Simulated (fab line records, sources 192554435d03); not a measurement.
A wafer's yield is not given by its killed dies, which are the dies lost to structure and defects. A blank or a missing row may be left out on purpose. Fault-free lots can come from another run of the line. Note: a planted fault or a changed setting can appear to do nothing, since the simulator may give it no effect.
Which tool did it? -- flow n5Finfet -- 14 lots, 41 wafers sampled, at 1 step of a route of 1938

WHAT THE GAUGES SHOWED, per wafer
N5_HKMG_FIN_OVL_MEAS_50.
lot,measured,on,NDIPOLE_OVL (nm)
L225,day 4 06:28,overlay-02,-1.2 -0.1 -0.1
L227,day 4 17:24,overlay-02,-0.4 -0.2 0.2
L229,day 5 08:38,overlay-02,0.2 -0.9 0.3
L230,day 5 13:06,overlay-01,1.5 0.2 -0.3
L231,day 5 17:56,overlay-01,-0.3 -0.6 0.5
L232,day 6 00:19,overlay-01,-1.3 -1.0 -0.7
L233,day 6 05:20,overlay-01,0.7 0.5 2.3
L234,day 6 17:27,overlay-02,0.6 0.4 0.0
L238,day 7 15:12,overlay-01,0.6 -0.9 -0.1
L239,day 7 20:43,overlay-01,-0.3 -0.9 0.1
L240,day 8 03:10,overlay-02,-1.4 0.9
L245,day 9 07:11,overlay-02,-0.2 -1.4 -1.1
L246,day 9 14:05,overlay-01,1.0 1.6 0.1
L247,day 9 18:37,overlay-02,-0.8 1.1 -0.5

WHAT TOOL EACH LOT RAN ON (gives the tool, then ch and the chambers of the sampled wafers, and finally the start)
No process step before these readings appears in the record.

AS READ BY THE TOOLS THEMSELVES (means over the sampled wafers that have a number; for cases with no such wafer, the mark the record gives instead)
The record holds no such reading with a usual standard deviation.

THE ANSWER, worked out from the rows above alone
Rule: the usual values come from the lots themselves. The widest of any qualifying gaps counts: lots, ordered by their means at a reading, are off when they make up no more than a third of the lots, leave a main group of 4 or more, and stand apart from it by 3 or more times the standard deviation of that group's means. If all means in a main group match to the digits the tables above print for the reading, that group is not used. Also off: a lot with no number at a reading for which 4 or more lots have one. Where the step has rows for the other lots, those lots are counted as sound. The gauges are gone through in route order, then the tools' own readings, and for those a lot's mean is taken as printed above. At the first step where some lot is off, the reading lying furthest off is the one used; lots without a number count as furthest.
Nothing can be told from this: no lot is off at any reading shown.

WHAT THE SIMULATOR HAD INSERTED
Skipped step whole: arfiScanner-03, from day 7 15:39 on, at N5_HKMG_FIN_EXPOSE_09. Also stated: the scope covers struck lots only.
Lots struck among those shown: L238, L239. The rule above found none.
